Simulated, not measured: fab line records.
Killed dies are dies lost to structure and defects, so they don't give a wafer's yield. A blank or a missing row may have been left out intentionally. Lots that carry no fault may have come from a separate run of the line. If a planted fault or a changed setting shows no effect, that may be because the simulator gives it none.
fab line records ; flow nand-harc
record: lots: 11; wafers: 33; last-day: 25
route steps=1159 shown P_GATE@124 END@1159
lots untouched by any fault: they come from a run of this same line in which no faults occurred
start-h: hours from the record's opening day to when the first of the lot's shown wafers began ; wait-h: how many hours have passed since the lot's step before this one ; " as in the row above ; L1.1+2: a single row standing in for several wafers ; - no value, or no start given ; * or withheld: withheld ; < > ~ a bound
route shown NAME@n: NAME is a module with steps in the file, n the number in the route of the first one ; usual: the fault-free wafers' mean and standard deviation ; same: alike in all rows ; chamber/n: place in a boat ; sites: the reading at each site ; _std_site: their standard deviation ; _edge_site: outer sites' mean less inner sites' ; radius-mm: for every site, how far away it sits from the centre of the wafer ; mask NAME#n: copy n ; behind: tool/chamber where the wafer was last shaped ; hold: why the lot went on hold/how many hours it stayed there/how the hold came to an end ; device: whichever transistor did not switch (one of n, p or np) ; end of line: tests of these same wafers at the route's end ; a step without rows: its recipe alone ; killed: dies lost to structure and defects at the first sort, not the wafer's yield ; map: the dies of a wafer, with x for killed, . for not killed, _ for no die there
set.NAME: the run value of the setting; set.NAME@STEP: its run value at that earlier step ; model.NAME: the simulator's own value behind a step, which no gauge read
the route's steps for a sample of lots (tables are steps, rows are wafers)
services: from which hour (start-h, from the record's first day; less than 0 if before it) a tool's chamber was out of use, for how many hours, and why
== steps ==
step: NHARC_P_GATE_DESCUM_13
recipe: time-s: 3; o2-flow-sccm: 200; ar-flow-sccm: 0; bias-power-w: 0; chemistry: O2
usual: drypump-motor-current-A: 5.3/0.47; oes-product-au: 1.000/0.0073; rf-vpp-V: 57.8/0.94; showerhead-plenum-p-Torr: 1.94/0.072; throttle-valve-pct: 11.311/0.01
lot.wafer;tool;chamber;start-h;wait-h;drypump-motor-current-A;oes-product-au;rf-hours-counter-h;rf-vpp-V;showerhead-plenum-p-Torr;throttle-valve-pct
L931.4;rie-diel-04;1;76.28;-;5.0;0.993;50;59.3;1.92;11.303
L931.1;rie-diel-04;0;76.28;-;5.9;0.995;51;58.5;1.98;11.315
L931.5;rie-diel-04;2;76.28;-;5.4;0.993;-;57.8;1.92;11.295
L932.4;rie-diel-07;1;92.71;-;5.0;1.000;6;57.7;2.02;11.296
L932.2;rie-diel-07;0;92.71;-;5.3;0.996;6;58.5;1.99;11.297
L932.6;rie-diel-07;1;92.71;-;5.0;1.008;-;57.2;2.02;11.335
L937.2;rie-diel-07;3;103.98;-;5.1;1.006;10;57.6;1.86;11.318
L937.3;rie-diel-07;1;103.98;-;5.0;1.006;9;56.0;2.02;11.298
L937.1;rie-diel-07;2;103.98;-;5.0;1.012;7;57.7;1.98;11.319
L936.2;rie-diel-07;2;104.14;-;4.9;1.002;7;59.4;1.98;11.315
L936.3;rie-diel-07;0;104.14;-;5.3;0.995;9;57.1;1.99;11.318
L936.5;rie-diel-07;3;104.14;-;5.1;0.994;-;56.2;1.86;11.311
L940.4;rie-diel-04;0;128.77;-;5.9;0.994;2;57.3;1.98;11.296
L940.2;rie-diel-04;1;128.77;-;5.0;0.991;2;59.4;1.92;11.329
L940.5;rie-diel-04;3;128.77;-;6.7;0.989;-;57.7;1.84;11.313
L941.4;rie-diel-07;1;128.92;-;5.0;1.003;14;58.6;2.02;11.307
L941.1;rie-diel-07;3;128.92;-;5.1;0.991;12;57.0;1.86;11.299
L941.6;rie-diel-07;1;128.92;-;5.0;1.001;-;58.5;2.02;11.308
L944.4;rie-diel-07;2;153.56;-;5.0;1.006;14;57.5;1.98;11.317
L944.1;rie-diel-07;0;153.56;-;5.3;1.004;20;58.3;1.98;11.314
L944.5;rie-diel-07;1;153.56;-;5.0;1.009;-;57.4;2.01;11.330
L943.2;rie-diel-04;3;153.60;-;6.7;0.992;13;56.9;1.84;11.314
L943.1;rie-diel-04;0;153.60;-;5.9;1.004;12;57.3;1.98;11.307
L943.4;rie-diel-04;1;153.60;-;5.0;0.995;14;57.5;1.91;11.302
L950.2;rie-diel-08;3;193.87;-;5.5;1.004;26;57.6;1.79;11.302
L950.3;rie-diel-08;0;193.87;-;5.9;0.998;24;57.2;1.80;11.314
L950.4;rie-diel-08;1;193.87;-;6.4;1.009;24;57.2;1.86;11.310
L952.2;rie-diel-07;3;202.68;-;5.1;1.002;24;59.0;1.86;11.295
L952.5;rie-diel-07;1;202.68;-;5.0;1.001;-;56.4;2.01;11.312
L952.6;rie-diel-07;2;202.68;-;5.0;1.010;-;58.5;1.97;11.302
L953.3;rie-diel-04;2;208.68;-;5.4;0.999;31;58.5;1.91;11.294
L953.4;rie-diel-04;3;208.68;-;6.7;0.995;32;58.0;1.83;11.289
L953.5;rie-diel-04;0;208.68;-;6.0;0.997;-;58.1;1.97;11.306
step: NHARC_P_GATE_DESCUM_31
recipe: time-s: 3; o2-flow-sccm: 200; ar-flow-sccm: 0; bias-power-w: 0; chemistry: O2
usual: drypump-motor-current-A: 5.4/0.52; oes-product-au: 1.000/0.0094; rf-vpp-V: 57.7/0.92; showerhead-plenum-p-Torr: 1.92/0.082; throttle-valve-pct: 11.312/0.0087
lot.wafer;tool;chamber;start-h;wait-h;drypump-motor-current-A;oes-product-au;rf-hours-counter-h;rf-vpp-V;showerhead-plenum-p-Torr;throttle-valve-pct
L931.4;rie-diel-07;0;90.64;0.1;5.3;1.002;6;58.1;1.99;11.315
L931.1;rie-diel-07;3;90.64;0.1;5.0;0.993;7;57.0;1.86;11.310
L931.5;rie-diel-07;0;90.64;0.1;5.3;0.992;-;58.2;1.99;11.305
L932.2;rie-diel-08;3;107.40;0.1;5.5;0.980;50;56.6;1.80;11.312
L932.4;rie-diel-08;0;107.40;0.1;5.9;0.995;52;57.6;1.81;11.321
L932.6;rie-diel-08;0;107.40;0.1;5.9;0.987;-;56.3;1.81;11.323
L936.2;rie-diel-08;2;121.35;0.1;5.2;1.009;56;57.2;1.76;11.308
L936.3;rie-diel-08;0;121.35;0.1;5.9;0.996;58;57.0;1.80;11.324
L936.5;rie-diel-08;2;121.35;0.1;5.2;1.012;-;57.5;1.76;11.311
L937.1;rie-diel-08;1;121.83;0.1;6.4;1.025;56;58.4;1.87;11.319
L937.2;rie-diel-08;3;121.83;0.1;5.5;0.995;57;56.3;1.80;11.315
L937.3;rie-diel-08;0;121.83;0.1;5.9;0.995;58;56.5;1.80;11.325
L941.4;rie-diel-04;0;142.23;0.1;5.9;1.012;8;58.4;1.98;11.301
L941.1;rie-diel-04;1;142.23;0.1;5.0;1.002;9;58.6;1.91;11.318
L941.6;rie-diel-04;0;142.23;0.1;5.9;1.002;-;57.5;1.98;11.303
L940.2;rie-diel-07;1;143.03;0.1;5.0;0.993;18;57.7;2.01;11.300
L940.5;rie-diel-07;3;143.03;0.1;5.1;0.987;-;56.6;1.86;11.332
L940.4;rie-diel-07;0;143.03;0.1;5.3;0.985;-;56.3;1.98;11.307
L943.4;rie-diel-07;1;168.49;0.1;5.0;0.989;22;58.7;2.01;11.315
L943.1;rie-diel-07;2;168.49;0.1;5.0;1.016;16;57.3;1.98;11.323
L943.2;rie-diel-07;0;168.49;0.1;5.3;0.993;22;58.7;1.98;11.318
L944.1;rie-diel-07;0;169.00;0.1;5.3;0.994;22;57.6;1.98;11.302
L944.4;rie-diel-07;0;169.00;0.1;5.3;0.991;-;57.8;1.98;11.318
L944.5;rie-diel-07;2;169.00;0.1;5.0;1.017;-;57.7;1.98;11.320
L950.3;rie-diel-07;2;208.66;0.1;5.0;1.018;22;57.5;1.97;11.305
L950.2;rie-diel-07;3;208.66;0.1;5.1;0.990;25;55.5;1.86;11.307
L950.4;rie-diel-07;0;208.66;0.1;5.3;1.003;28;56.5;1.98;11.309
L952.2;rie-diel-07;1;216.79;0.1;5.0;0.998;29;60.2;2.01;11.307
L952.6;rie-diel-07;0;216.79;0.1;5.3;1.000;-;57.7;1.98;11.301
L952.5;rie-diel-07;1;216.79;0.1;5.0;1.014;-;58.4;2.01;11.302
L953.3;rie-diel-07;1;225.29;0.1;5.0;0.997;30;59.4;2.01;11.298
L953.4;rie-diel-07;2;225.29;0.1;5.0;1.002;26;57.7;1.97;11.299
L953.5;rie-diel-07;3;225.29;0.1;5.0;1.000;-;56.7;1.86;11.322
step: NHARC_P_GATE_ETCHBACK_37
recipe: target-depth-a: 345; time-s: 17.2; chf3-flow-sccm: 50; o2-flow-sccm: 10; ar-flow-sccm: 200; rf-w: 500; bias-w: 200; chemistry: CHF3/O2
usual: bias-w: 200.0/0.6; chamber-pressure-mTorr: 24.998/0.024; chf3-flow-sccm: 49.98/0.14; drypump-motor-current-A: 5.3/0.4; oes-product-au: 0.95/0.034; rf-fwd-power-W: 489.4/1.8; rf-vpp-V: 371.4/2.2; showerhead-plenum-p-Torr: 2.44/0.091; throttle-valve-pct: 20.571/0.0084
lot.wafer;tool;chamber;start-h;wait-h;bias-w;chamber-pressure-mTorr;chf3-flow-sccm;drypump-motor-current-A;oes-product-au;rf-fwd-power-W;rf-hours-counter-h;rf-vpp-V;showerhead-plenum-p-Torr;throttle-valve-pct
L931.4;rie-diel-08;1;101.43;-;199.4;24.953;50.27;6.4;1.01;491.4;48;370.6;2.35;20.587
L931.1;rie-diel-08;2;101.43;-;200.1;25.009;49.90;5.2;1.00;493.0;47;366.4;2.22;20.576
L931.5;rie-diel-08;0;101.43;-;199.3;24.992;50.20;5.9;1.00;487.4;-;367.6;2.27;20.569
L932.4;rie-diel-07;1;123.79;-;200.4;24.999;50.15;5.0;0.93;491.2;14;372.6;2.52;20.550
L932.2;rie-diel-07;2;123.79;-;199.4;24.970;50.08;5.0;0.94;488.0;10;372.8;2.48;20.573
L932.6;rie-diel-07;0;123.79;-;200.5;24.977;50.05;5.3;0.93;490.6;-;371.8;2.49;20.564
L936.2;rie-diel-07;1;132.29;-;199.9;25.012;50.01;5.0;0.92;489.5;15;374.2;2.52;20.558
L936.3;rie-diel-07;0;132.29;-;200.4;25.032;49.80;5.3;0.92;488.4;16;372.0;2.49;20.578
L936.5;rie-diel-07;1;132.29;-;199.9;25.040;50.11;5.0;0.92;488.6;-;374.1;2.52;20.574
L937.1;rie-diel-07;3;132.68;-;200.3;24.977;49.93;5.1;0.92;489.1;13;369.5;2.34;20.585
L937.2;rie-diel-07;0;132.68;-;199.7;25.024;49.87;5.3;0.92;488.6;16;371.1;2.49;20.576
L937.3;rie-diel-07;1;132.68;-;200.3;24.978;49.84;5.0;0.93;488.0;15;374.1;2.52;20.572
L941.4;rie-diel-07;1;153.40;-;200.1;25.020;49.85;5.0;0.92;489.7;21;372.4;2.52;20.565
L941.1;rie-diel-07;2;153.40;-;199.6;25.015;49.84;4.9;0.93;489.3;14;372.3;2.48;20.582
L941.6;rie-diel-07;0;153.40;-;199.4;25.004;49.83;5.3;0.92;489.4;-;371.6;2.48;20.563
L940.4;rie-diel-08;0;154.11;-;-;-;-;-;-;-;-;-;-;-
L940.2;rie-diel-08;1;154.11;-;-;-;-;-;-;-;-;-;-;-
L940.5;rie-diel-08;2;154.11;-;-;-;-;-;-;-;-;-;-;-
L943.1;rie-diel-07;2;181.35;-;-;-;-;-;-;-;-;-;-;-
L943.2;rie-diel-07;3;181.35;-;-;-;-;-;-;-;-;-;-;-
L943.4;rie-diel-07;0;181.35;-;-;-;-;-;-;-;-;-;-;-
L944.4;rie-diel-07;3;182.05;-;-;-;-;-;-;-;-;-;-;-
L944.1;rie-diel-07;0;182.05;-;-;-;-;-;-;-;-;-;-;-
L944.5;rie-diel-07;1;182.05;-;-;-;-;-;-;-;-;-;-;-
L950.2;rie-diel-08;2;220.28;-;200.1;24.972;49.83;5.1;0.92;492.3;38;373.1;2.58;20.561
L950.4;rie-diel-08;3;220.28;-;200.0;24.997;50.05;5.5;0.91;491.5;39;367.4;2.25;20.568
L950.3;rie-diel-08;0;220.28;-;200.3;24.987;50.11;5.9;0.92;488.0;36;367.3;2.26;20.569
L952.2;rie-diel-07;0;227.55;-;199.7;24.996;49.78;5.3;0.92;490.2;32;371.9;2.48;20.568
L952.5;rie-diel-07;0;227.55;-;198.8;25.013;49.70;5.3;0.93;489.6;-;372.2;2.48;20.578
L952.6;rie-diel-07;1;227.55;-;199.7;24.975;49.93;5.0;0.92;489.9;-;373.6;2.52;20.565
L953.3;rie-diel-08;1;236.27;-;201.6;25.016;50.27;6.4;0.93;493.2;39;368.8;2.34;20.570
L953.4;rie-diel-08;2;236.27;-;201.1;25.032;49.98;5.2;0.94;492.4;42;373.8;2.58;20.566
L953.5;rie-diel-08;3;236.27;-;200.0;24.991;49.98;5.5;0.93;489.7;-;367.0;2.25;20.584
step: NHARC_P_GATE_STRIP_111
recipe: power-w: 1500; temp-c: 110; time-s: 250; chemistry: N2/H2
usual: drypump-motor-current-A: 5.9/0.49; heater-power-w: 88/6.8
lot.wafer;tool;chamber;start-h;wait-h;drypump-motor-current-A;heater-power-w;rf-hours-counter-h
L931.1;plasma-asher-02;1;103.32;0.5;5.3;94;30
L931.4;plasma-asher-02;1;103.32;0.5;5.3;96;-
L931.5;plasma-asher-02;0;103.32;0.5;5.8;90;-
L932.2;plasma-asher-02;0;125.25;0.2;5.8;92;38
L932.4;plasma-asher-02;0;125.25;0.2;5.8;91;-
L932.6;plasma-asher-02;0;125.25;0.2;5.8;89;-
L936.2;plasma-asher-02;1;134.06;0.2;5.3;95;41
L936.3;plasma-asher-02;0;134.06;0.2;5.8;91;-
L936.5;plasma-asher-02;0;134.06;0.2;5.9;90;-
L937.2;plasma-asher-01;1;134.23;0.2;5.8;79;7
L937.1;plasma-asher-01;0;134.23;0.2;6.6;89;7
L937.3;plasma-asher-01;1;134.23;0.2;5.8;81;-
L941.1;plasma-asher-02;1;154.86;0.2;5.3;94;49
L941.4;plasma-asher-02;0;154.86;0.2;5.8;88;-
L941.6;plasma-asher-02;1;154.86;0.2;5.3;96;-
L940.2;plasma-asher-01;0;155.68;0.2;6.6;88;15
L940.4;plasma-asher-01;0;155.68;0.2;6.6;88;-
L940.5;plasma-asher-01;0;155.68;0.2;6.6;90;-
L943.1;plasma-asher-01;0;182.90;0.2;6.6;87;23
L943.2;plasma-asher-01;1;182.90;0.2;5.7;80;23
L943.4;plasma-asher-01;0;182.90;0.2;6.6;87;-
L944.1;plasma-asher-01;0;183.62;0.2;6.6;87;24
L944.4;plasma-asher-01;0;183.62;0.2;6.6;87;-
L944.5;plasma-asher-01;1;183.62;0.2;5.8;79;-
L950.2;plasma-asher-01;1;221.81;0.2;5.8;79;42
L950.4;plasma-asher-01;1;221.81;0.2;5.8;79;-
L950.3;plasma-asher-01;0;221.81;0.2;6.6;86;-
L952.2;plasma-asher-01;1;229.15;0.2;5.8;81;44
L952.6;plasma-asher-01;0;229.15;0.2;6.5;87;-
L952.5;plasma-asher-01;1;229.15;0.2;5.7;80;-
L953.3;plasma-asher-02;0;237.96;0.2;5.9;89;-
L953.4;plasma-asher-02;1;237.96;0.2;5.3;100;-
L953.5;plasma-asher-02;1;237.96;0.2;5.3;102;-
step: NHARC_END_SORT_01
recipe: temp-c: 25
usual: killed-at-array: 27/11; killed-at-other: 0.7/0.93; killed-at-periphery: 2.9/1.9; killed-dies: 30/11; killed-open: 3.1/1.7; killed-short: 1.9/1.3
same: gross-dies: 677
lot.wafer;tool;chamber;start-h;wait-h;killed-at-array;killed-at-other;killed-at-periphery;killed-dies;killed-open;killed-short
L940.2;prober-02;0;489.63;2.8;16;1;660;677;2;3
L940.4;prober-02;0;491.24;3.4;13;0;664;677;2;2
L940.5;prober-02;0;492.05;3.7;14;1;662;677;5;0
L944.1;prober-01;0;506.50;2.5;26;2;649;677;1;2
L944.4;prober-01;0;508.86;3.4;41;1;635;677;4;4
L944.5;prober-01;0;509.65;3.6;33;1;643;677;6;6
L943.1;prober-02;0;506.50;2.5;25;0;652;677;4;0
L943.2;prober-02;0;507.29;2.8;35;0;642;677;3;2
L943.4;prober-02;0;508.87;3.4;30;0;647;677;7;2
killed by level:class
L940.2 P_GATE:area-etchback=658 A_STAIRCASE:chamber-film-flake=4 A_CONTACT:chamber-film-flake=4 A_CHANNEL_FILL_D1:geometric-particle:open=2 A_CHANNEL_HOLE_D1:chamber-film-flake=2 P_M1:geometric-particle:short=1 A_CHANNEL_FILL_D1:geometric-particle:short=1 A_M0:geometric-particle:short=1
L940.4 P_GATE:area-etchback=660 A_STAIRCASE:chamber-film-flake=5 P_GATE:chamber-film-flake=2 A_CHANNEL_HOLE_D1:chamber-film-flake=2 A_CONTACT:chamber-film-flake=2 P_M0:geometric-particle:open=1 A_CHANNEL_FILL_D1:geometric-particle:open=1 A_CHANNEL_FILL_D1:geometric-particle:short=1
L940.5 P_GATE:area-etchback=659 A_CHANNEL_HOLE_D1:chamber-film-flake=4 A_CONTACT:chamber-film-flake=4 A_STAIRCASE:chamber-film-flake=2 P_CONTACT:geometric-particle:open=1 P_M2:geometric-particle:open=1 A_ONON_D1:geometric-particle:open=1 A_WL_FILL:geometric-particle:open=1
L944.1 P_GATE:area-etchback=646 A_SLIT:chamber-film-flake=10 A_CONTACT:chamber-film-flake=5 A_STAIRCASE:chamber-film-flake=4 A_CHANNEL_HOLE_D1:chamber-film-flake=3 P_M1:chamber-film-flake=2 THIN_TSV:chamber-film-flake=2 P_M0:geometric-particle:short=1
L943.1 P_GATE:area-etchback=651 A_CHANNEL_HOLE_D1:chamber-film-flake=19 A_CONTACT:geometric-particle:open=3 P_M0:geometric-particle:open=1 A_STAIRCASE:chamber-film-flake=1 A_SGD_CUT:chamber-film-flake=1 A_CONTACT:chamber-film-flake=1
L943.2 P_GATE:area-etchback=640 A_CHANNEL_HOLE_D1:chamber-film-flake=23 A_ZERO_WELL:chamber-film-flake=3 A_CONTACT:chamber-film-flake=3 A_SGD_CUT:chamber-film-flake=2 P_CONTACT:geometric-particle:open=1 P_M0:geometric-particle:short=1 A_CHANNEL_FILL_D1:geometric-particle:short=1
L944.4 P_GATE:area-etchback=631 A_SLIT:chamber-film-flake=17 A_CHANNEL_HOLE_D1:chamber-film-flake=9 A_CONTACT:chamber-film-flake=6 A_CONTACT:geometric-particle:short=2 A_BLC:geometric-particle:open=2 P_M1:chamber-film-flake=2 A_STAIRCASE:chamber-film-flake=2
L943.4 P_GATE:area-etchback=644 A_CHANNEL_HOLE_D1:chamber-film-flake=15 A_ZERO_WELL:chamber-film-flake=3 A_CONTACT:chamber-film-flake=3 A_CONTACT:geometric-particle:open=2 P_CONTACT:geometric-particle:open=1 P_M0:geometric-particle:short=1 P_M0:geometric-particle:open=1
L944.5 P_GATE:area-etchback=637 A_SLIT:chamber-film-flake=18 A_CHANNEL_HOLE_D1:chamber-film-flake=4 A_CONTACT:chamber-film-flake=3 A_WL_FILL:geometric-particle:short=2 P_ZERO_WELL:chamber-film-flake=2 P_GATE:geometric-particle:short=1 P_GATE:geometric-particle:open=1
== services ==
tool;chamber;start-h;hours;kind
rie-diel-07;-;58.27;1.2;repair
rie-diel-07;0;60.20;-;clean
rie-diel-07;1;60.20;-;clean
rie-diel-07;2;60.20;-;clean
rie-diel-07;3;60.20;-;clean
rie-diel-07;2;75.86;10.1;repair
rie-diel-07;0;84.70;-;clean
rie-diel-07;1;84.70;-;clean
rie-diel-07;3;84.70;-;clean
plasma-asher-02;-;90.43;1.2;repair
rie-diel-07;-;93.10;0.1;repair
plasma-asher-01;-;99.05;9.0;pm
rie-diel-07;3;108.64;10.0;repair
rie-diel-04;-;111.99;9.0;pm
rie-diel-07;2;112.09;6.9;repair
rie-diel-08;-;124.93;9.0;pm
rie-diel-07;2;136.51;10.7;repair
rie-diel-07;3;168.76;12.6;repair
plasma-asher-02;-;183.08;9.0;pm
rie-diel-07;1;187.53;10.0;repair
rie-diel-04;2;190.99;3.0;repair
plasma-asher-02;-;200.75;1.5;repair
rie-diel-07;-;228.20;9.0;pm
rie-diel-04;2;230.12;1.6;repair
== key ==
first-sign: step: NHARC_P_GATE_ETCHBACK_37; reading: tool-record; direction: missing
effect: step: NHARC_END_SORT_01; reading: killed-at-periphery; direction: up; sigmas: 99+; usual: 2.9; struck: 650.4
more-kills-born-at: NHARC_P_GATE_ETCHBACK_37@rie-diel-07: 3849; NHARC_P_GATE_ETCHBACK_37@rie-diel-08: 1977
met-at NHARC_P_GATE_ETCHBACK_37
struck-lots L940,L943,L944
later-rows-left-out L940.2,L940.4,L940.5,L943.1,L943.2,L943.4,L944.1,L944.4,L944.5
tester-left-out L940,L943,L944
not-acting-at NHARC_P_GATE_DESCUM_13,NHARC_P_GATE_DESCUM_31,NHARC_P_GATE_STRIP_111
onset-between 153.40 154.11
fault: kind: skipped-step-whole; tool: rie-diel-07,rie-diel-08; chamber: -; onset-h: 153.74; steps: NHARC_P_GATE_ETCHBACK_37; scope: struck-lots-only
tester-left-out: of these lots the tester's yield and bins aren't shown, on N5 and GAA mostly nor the transistor test; their killed dies are dies lost to structure and defects alone, not to doping, threshold or leakage, so they don't give the yield
later-rows-left-out: the simulator's readings of these wafers behind a module that went badly wrong aren't trusted and aren't shown, but for the sort
